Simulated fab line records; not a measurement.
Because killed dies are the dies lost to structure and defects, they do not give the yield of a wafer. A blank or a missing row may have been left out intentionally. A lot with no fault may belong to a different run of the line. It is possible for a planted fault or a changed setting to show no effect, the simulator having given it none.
Lot-split experiment / flow n5_finfet / 39 wafers read from 7 lots, route of 1938 steps

== SPLIT DETAILS ==
At N5_BEOL_M5_TRENCH_ETCH_37 (etches SiCOH lowk in C4F6/O2, target depth 71.652 nm, time 24.7 s), the setting time_s was moved away from the recipe's 24.7 s on 9 of the 39 wafers read, by -46.4% to +33.1%. All remaining wafers had this setting at the recipe value.

== FROM THE SPLIT TO THE READING: what the file shows between them, 13 steps ==
- N5_BEOL_M5_ETCH_41: etches SiCN in CH3F/O2, target depth 31.5 nm, time 56.7 s
- N5_BEOL_M5_STRIP_91: strips in N2/H2, time 10 s
- N5_BEOL_M5_OCD_MEAS_38
- N5_BEOL_M5_HM_STRIP_39: strips TiN in peroxide tin strip, target depth 25 nm, time 158 s
- N5_BEOL_M5_SRD_40: time 30 s
- N5_BEOL_M5_ECD_50: material Cu, target thk 300 nm
- N5_BEOL_M5_ANNEAL_51: time 90 s
- N5_BEOL_M5_CMP_52: polishes, stops on SiCOH lowk, t overpolish 6.9 s, target thk 62 nm
- N5_BEOL_M5_THK_MEAS_53: measures by xrf
- N5_BEOL_M5_PRE_CLEAN_77: time 15 s
- N5_BEOL_M5_CO_CAP_78: material Co, precursor CCTBA/H2, target thk 2 nm, time 102.1 s
- N5_BEOL_M5_PRE_CLEAN_55: time 15 s
- N5_BEOL_M5_DEP_56: deposits SiCN from 3MS/NH3, target thk 8 nm, time 14 s

== THE READING ==
M5_RS (ohm/sq), read at N5_BEOL_M5_RS_MEAS_57 with a four-point probe. Typical for fault-free wafers on this fab line: 0.393 ohm/sq, with standard deviation 0.018 ohm/sq.

wafer=L077.1; tool, chamber at the split=rie_diel-06, 1; time_s as run, s=13.25; against the recipe=-46.4%; M5_RS, ohm/sq=0.862; against lot-mates on the recipe=+0.468
wafer=L077.2; tool, chamber at the split=rie_diel-06, 0; time_s as run, s=24.7; against the recipe=recipe; M5_RS, ohm/sq=0.372; against lot-mates on the recipe=-
wafer=L077.3; tool, chamber at the split=rie_diel-06, 3; time_s as run, s=24.7; against the recipe=recipe; M5_RS, ohm/sq=0.380; against lot-mates on the recipe=-
wafer=L077.4; tool, chamber at the split=rie_diel-06, 2; time_s as run, s=24.7; against the recipe=recipe; M5_RS, ohm/sq=0.429; against lot-mates on the recipe=-
wafer=L077.5; tool, chamber at the split=rie_diel-06, 2; time_s as run, s=13.25; against the recipe=-46.4%; M5_RS, ohm/sq=1.069; against lot-mates on the recipe=+0.675
wafer=L077.6; tool, chamber at the split=rie_diel-06, 1; time_s as run, s=13.25; against the recipe=-46.4%; M5_RS, ohm/sq=1.075; against lot-mates on the recipe=+0.681
wafer=L079.1; tool, chamber at the split=rie_diel-06, 0; time_s as run, s=24.7; against the recipe=recipe; M5_RS, ohm/sq=0.362; against lot-mates on the recipe=-
wafer=L079.2; tool, chamber at the split=rie_diel-06, 2; time_s as run, s=24.7; against the recipe=recipe; M5_RS, ohm/sq=0.384; against lot-mates on the recipe=-
wafer=L079.3; tool, chamber at the split=rie_diel-06, 3; time_s as run, s=24.7; against the recipe=recipe; M5_RS, ohm/sq=0.397; against lot-mates on the recipe=-
wafer=L079.4; tool, chamber at the split=rie_diel-06, 1; time_s as run, s=24.7; against the recipe=recipe; M5_RS, ohm/sq=0.372; against lot-mates on the recipe=-
wafer=L079.5; tool, chamber at the split=rie_diel-06, 0; time_s as run, s=24.7; against the recipe=recipe; M5_RS, ohm/sq=0.373; against lot-mates on the recipe=-
wafer=L079.6; tool, chamber at the split=rie_diel-06, 1; time_s as run, s=24.7; against the recipe=recipe; M5_RS, ohm/sq=0.363; against lot-mates on the recipe=-
wafer=L082.1; tool, chamber at the split=rie_diel-02, 2; time_s as run, s=24.7; against the recipe=recipe; M5_RS, ohm/sq=0.375; against lot-mates on the recipe=-
wafer=L082.2; tool, chamber at the split=rie_diel-02, 1; time_s as run, s=24.7; against the recipe=recipe; M5_RS, ohm/sq=0.421; against lot-mates on the recipe=-
wafer=L082.3; tool, chamber at the split=rie_diel-02, 0; time_s as run, s=24.7; against the recipe=recipe; M5_RS, ohm/sq=0.409; against lot-mates on the recipe=-
wafer=L082.4; tool, chamber at the split=rie_diel-02, 3; time_s as run, s=24.7; against the recipe=recipe; M5_RS, ohm/sq=0.398; against lot-mates on the recipe=-
wafer=L082.5; tool, chamber at the split=rie_diel-02, 0; time_s as run, s=24.7; against the recipe=recipe; M5_RS, ohm/sq=0.409; against lot-mates on the recipe=-
wafer=L082.6; tool, chamber at the split=rie_diel-02, 3; time_s as run, s=24.7; against the recipe=recipe; M5_RS, ohm/sq=0.387; against lot-mates on the recipe=-
wafer=L083.1; tool, chamber at the split=rie_diel-03, 3; time_s as run, s=24.7; against the recipe=recipe; M5_RS, ohm/sq=0.404; against lot-mates on the recipe=-
wafer=L083.2; tool, chamber at the split=rie_diel-03, 0; time_s as run, s=24.7; against the recipe=recipe; M5_RS, ohm/sq=0.393; against lot-mates on the recipe=-
wafer=L083.3; tool, chamber at the split=rie_diel-03, 2; time_s as run, s=32.2; against the recipe=+30.4%; M5_RS, ohm/sq=0.275; against lot-mates on the recipe=-0.121
wafer=L083.4; tool, chamber at the split=rie_diel-03, 1; time_s as run, s=24.7; against the recipe=recipe; M5_RS, ohm/sq=0.391; against lot-mates on the recipe=-
wafer=L083.5; tool, chamber at the split=rie_diel-03, 2; time_s as run, s=32.2; against the recipe=+30.4%; M5_RS, ohm/sq=0.270; against lot-mates on the recipe=-0.126
wafer=L083.6; tool, chamber at the split=rie_diel-03, 1; time_s as run, s=32.2; against the recipe=+30.4%; M5_RS, ohm/sq=0.265; against lot-mates on the recipe=-0.131
wafer=L087.1; tool, chamber at the split=rie_diel-06, 1; time_s as run, s=24.7; against the recipe=recipe; M5_RS, ohm/sq=0.361; against lot-mates on the recipe=-
wafer=L087.2; tool, chamber at the split=rie_diel-06, 3; time_s as run, s=24.7; against the recipe=recipe; M5_RS, ohm/sq=0.395; against lot-mates on the recipe=-
wafer=L087.3; tool, chamber at the split=rie_diel-06, 0; time_s as run, s=24.7; against the recipe=recipe; M5_RS, ohm/sq=0.360; against lot-mates on the recipe=-
wafer=L087.4; tool, chamber at the split=rie_diel-06, 2; time_s as run, s=24.7; against the recipe=recipe; M5_RS, ohm/sq=0.419; against lot-mates on the recipe=-
wafer=L087.5; tool, chamber at the split=rie_diel-06, 0; time_s as run, s=24.7; against the recipe=recipe; M5_RS, ohm/sq=0.369; against lot-mates on the recipe=-
wafer=L087.6; tool, chamber at the split=rie_diel-06, 1; time_s as run, s=24.7; against the recipe=recipe; M5_RS, ohm/sq=0.361; against lot-mates on the recipe=-
wafer=L089.1; tool, chamber at the split=rie_diel-02, 0; time_s as run, s=32.87; against the recipe=+33.1%; M5_RS, ohm/sq=0.272; against lot-mates on the recipe=-0.124
wafer=L089.2; tool, chamber at the split=rie_diel-02, 2; time_s as run, s=24.7; against the recipe=recipe; M5_RS, ohm/sq=0.397; against lot-mates on the recipe=-
wafer=L089.3; tool, chamber at the split=rie_diel-02, 3; time_s as run, s=32.87; against the recipe=+33.1%; M5_RS, ohm/sq=0.273; against lot-mates on the recipe=-0.123
wafer=L089.4; tool, chamber at the split=rie_diel-02, 1; time_s as run, s=24.7; against the recipe=recipe; M5_RS, ohm/sq=0.396; against lot-mates on the recipe=-
wafer=L089.5; tool, chamber at the split=rie_diel-02, 3; time_s as run, s=32.87; against the recipe=+33.1%; M5_RS, ohm/sq=0.261; against lot-mates on the recipe=-0.135
wafer=L089.6; tool, chamber at the split=rie_diel-02, 0; time_s as run, s=24.7; against the recipe=recipe; M5_RS, ohm/sq=0.396; against lot-mates on the recipe=-
wafer=L097.2; tool, chamber at the split=rie_diel-06, 3; time_s as run, s=24.7; against the recipe=recipe; M5_RS, ohm/sq=0.384; against lot-mates on the recipe=-
wafer=L097.4; tool, chamber at the split=rie_diel-06, 0; time_s as run, s=24.7; against the recipe=recipe; M5_RS, ohm/sq=0.376; against lot-mates on the recipe=-
wafer=L097.5; tool, chamber at the split=rie_diel-06, 2; time_s as run, s=24.7; against the recipe=recipe; M5_RS, ohm/sq=0.424; against lot-mates on the recipe=-

THE FIT
A straight line over all 39 wafers: M5_RS changes by -0.00881 ohm/sq for each +1% of time_s; r = -0.89; the points scatter about the line by 0.084 ohm/sq.
The same after taking each lot's own level away (the mean of its wafers on the recipe; 39 wafers): -0.00886 ohm/sq for each +1%; r = -0.90; scatter 0.08 ohm/sq.
The reading moves by 0.41 ohm/sq for the largest change in time_s, on that fit.
From 0.3752 to 0.3998 ohm/sq: that is the span of the lots' own levels, equal to 1.4 times the standard deviation above.
Hence the lot-to-lot level has little effect on the slope; both slopes agree.
Check: with one of the wafers moved furthest among these (-46.4%) left out of the fit, the line predicts +0.445 ohm/sq for it against its lot-mates. Against them it came out at +0.468 ohm/sq.

== THE WHOLE CHAIN: every reading that the file lists as answering this split, in the file's order ==
step=N5_BEOL_M5_TRENCH_ETCH_37; what it does=etches SiCOH lowk in C4F6/O2, target depth 71.652 nm, time 24.7 s; reading=BEOL_M5.feature_depth_nm (the simulator's own value, which no gauge read); change (the file's fit)=+0.719 nm for each +1% of the setting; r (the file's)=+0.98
step=N5_BEOL_M5_TRENCH_ETCH_37; what it does=etches SiCOH lowk in C4F6/O2, target depth 71.652 nm, time 24.7 s; reading=etch.depth_nm (the simulator's own value, which no gauge read); change (the file's fit)=+0.718 nm for each +1% of the setting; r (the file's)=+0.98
step=N5_BEOL_M5_OCD_MEAS_38; what it does=; reading=trench_depth_nm; change (the file's fit)=+0.721 nm for each +1% of the setting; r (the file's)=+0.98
step=N5_BEOL_M5_CMP_52; what it does=polishes, stops on SiCOH lowk, t overpolish 6.9 s, target thk 62 nm; reading=Cu_of_BEOL_M5_ECD_50.thk_nm (the simulator's own value, which no gauge read); change (the file's fit)=+0.709 nm for each +1% of the setting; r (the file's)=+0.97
step=N5_BEOL_M5_THK_MEAS_53; what it does=measures by xrf; reading=M5_THK; change (the file's fit)=+0.696 for each +1% of the setting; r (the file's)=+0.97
step=N5_BEOL_M5_RS_MEAS_57; what it does=measures by four-point-probe; reading=M5_RS; change (the file's fit)=-0.00871 for each +1% of the setting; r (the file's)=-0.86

== THE FILE'S OWN FIT ==
M5_RS changes by -0.00871 ohm/sq for each +1% of time_s, r = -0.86.
